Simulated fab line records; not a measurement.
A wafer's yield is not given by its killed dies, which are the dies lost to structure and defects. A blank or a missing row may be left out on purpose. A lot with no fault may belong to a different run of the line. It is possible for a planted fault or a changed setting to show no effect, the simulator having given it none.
Matching of chambers	flow n5 finfet	rie diel-02 running N5_BEOL_M0_ETCH_109: 4 sister chambers
The step etches SiCN in CH3F/O2, target depth 8 nm, overetch 2.4 nm, time 27.4 s. 16 wafers are shown with their chamber, then 8 later ones without.

== WAFERS PAIRED WITH THEIR CHAMBERS ==
wafer	chamber	throttle valve pct (%)	showerhead plenum p Torr (Torr)	oes product au (a.u.)
L075.3	3	16.57	2.00	0.62
L075.4	1	15.72	1.93	0.72
L075.5	3	16.56	2.00	0.62
L077.3	3	16.58	2.00	0.62
L077.4	1	15.75	1.93	0.71
L077.5	0	16.31	1.95	0.84
L080.2	3	16.60	2.00	0.62
L080.3	1	15.75	1.93	0.71
L080.4	0	16.33	1.95	0.80
L084.3	1	15.76	1.92	0.70
L084.5	0	16.34	1.95	0.78
L084.6	1	15.78	1.92	0.70
L087.3	3	16.61	2.00	0.60
L087.4	2	15.83	1.97	0.75
L087.5	1	15.77	1.92	0.69
L090.4	2	15.85	1.96	0.75

SIGNATURES (means of the wafers above)
reading	chamber 0	chamber 1	chamber 2	chamber 3	scatter within a chamber
throttle valve pct	16.3267	15.7550	15.8400	16.5840	0.0194
showerhead plenum p Torr	1.9500	1.9250	1.9650	2.0000	0.00408
oes product au	0.8067	0.7050	0.7500	0.6160	0.0151
Rule: a wafer's distance from a chamber is the root of the sum, over the readings, of the square of ((its reading less the chamber's mean) divided by the reading's scatter). If the next closest chamber is less than 2 further off than the closest, the wafer can't be placed; otherwise it belongs to the closest. The scatter: the root of (the sum of the squares of (reading less its chamber's mean) over the shown wafers, divided by (wafers less chambers)).

== WAFERS WITH NO CHAMBER GIVEN ==
wafer	throttle valve pct (%)	showerhead plenum p Torr (Torr)	oes product au (a.u.)
L090.5	15.78	1.92	0.68
L090.6	16.37	1.94	0.77
L091.1	15.84	1.96	0.74
L091.3	15.79	1.92	0.68
L091.6	16.37	1.94	0.76
L095.4	16.38	1.94	0.73
L095.5	16.38	1.94	0.76
L095.6	15.82	1.92	0.67

== WHICH CHAMBER EACH WENT THROUGH ==
wafer	from the rows above	in truth
L090.5	1	1
L090.6	0	0
L091.1	2	2
L091.3	1	1
L091.6	0	0
L095.4	0	0
L095.5	0	0
L095.6	1	1
Correctly placed: 8 of 8. From these rows, 0 cannot be placed. Wrongly placed: 0.
